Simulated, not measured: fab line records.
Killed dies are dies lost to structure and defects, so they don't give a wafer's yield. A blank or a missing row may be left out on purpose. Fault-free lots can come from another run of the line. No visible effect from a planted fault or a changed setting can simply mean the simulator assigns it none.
Which of the tools did it? | flow nand-harc | 18 wafers from 6 lots sampled at 5 of the route's 1159 steps

== WHAT THE GAUGES SHOWED, per wafer ==
NHARC_END_SORT_01.
lot  | measured     | on        | killed-at-array
L332 | day 21 21:55 | prober-01 | 18 13 579

== WHICH TOOL RAN EACH LOT (tool, then ch and the chambers of the sampled wafers, then the start) ==
lot  | NHARC_A_CHANNEL_HOLE_D1_ETCH_21  | NHARC_A_CHANNEL_HOLE_D1_ETCH_23  | NHARC_A_CHANNEL_FILL_D1_ALD_02   | NHARC_A_CHANNEL_FILL_D1_ETCHBACK_20
L321 | har-etch-02 ch 0,1, day 8 19:56  | har-etch-02 ch 0,1, day 8 20:58  | ald-hk-02 ch 0,2,3, day 9 01:24  | rie-diel-06 ch 1,2,3, day 10 05:54
L322 | har-etch-02 ch 0,1, day 9 09:58  | har-etch-02 ch 0,1, day 9 10:58  | ald-hk-01 ch 1,3, day 9 15:25    | rie-diel-06 ch 2,3, day 10 15:24
L326 | har-etch-02 ch 0, day 10 02:14   | har-etch-02 ch 0, day 10 03:17   | ald-hk-02 ch 1,2, day 10 07:39   | rie-diel-12 ch 1,2, day 11 10:08
L332 | har-etch-02 ch 0,1, day 11 18:43 | har-etch-02 ch 0,1, day 11 19:44 | ald-hk-04 ch 1,2,3, day 12 00:25 | rie-diel-07 ch 1,2,3, day 12 22:35
L338 | har-etch-02 ch 0,1, day 13 23:17 | har-etch-02 ch 0,1, day 14 00:17 | ald-hk-04 ch 0,2,3, day 14 04:44 | rie-diel-06 ch 0,1,3, day 15 05:10
L341 | har-etch-01 ch 0,1, day 14 17:19 | har-etch-01 ch 0,1, day 14 18:25 | ald-hk-04 ch 0,2, day 14 22:57   | rie-diel-06 ch 2,3, day 16 00:07
- NHARC_A_CHANNEL_HOLE_D1_ETCH_21: etches the open film in C4F8/O2/Ar, time 514.3 s, target depth 1600 nm.
- NHARC_A_CHANNEL_HOLE_D1_ETCH_23: etches the open film in C4F8/O2/Ar, time 819 s, target depth 1600 nm.
- NHARC_A_CHANNEL_FILL_D1_ALD_02: deposits SiO2, target thk 6 nm, pulse time 10 s, ald cycles 60.
- NHARC_A_CHANNEL_FILL_D1_ETCHBACK_20: etches the open film in C4F8/O2/Ar, target depth 27 nm, time 13.5 s.

== THE ANSWER, worked out from the rows above alone ==
Rule: what is usual is taken from the lots themselves. The widest of any qualifying gaps counts: lots, ordered by their means at a reading, are off when they make up no more than a third of the lots, leave a main group of 4 or more, and stand apart from it by 3 or more times the standard deviation of that group's means. A main group is skipped when, at the precision printed for the reading in the tables above, its means are all equal. A lot without any number at a reading at which 4 lots or more have one is off too. Where the step has rows for the other lots, those lots are counted as sound.
None of the lots is off at any reading shown; this tells nothing.

== WHAT THE SIMULATOR HAD INSERTED ==
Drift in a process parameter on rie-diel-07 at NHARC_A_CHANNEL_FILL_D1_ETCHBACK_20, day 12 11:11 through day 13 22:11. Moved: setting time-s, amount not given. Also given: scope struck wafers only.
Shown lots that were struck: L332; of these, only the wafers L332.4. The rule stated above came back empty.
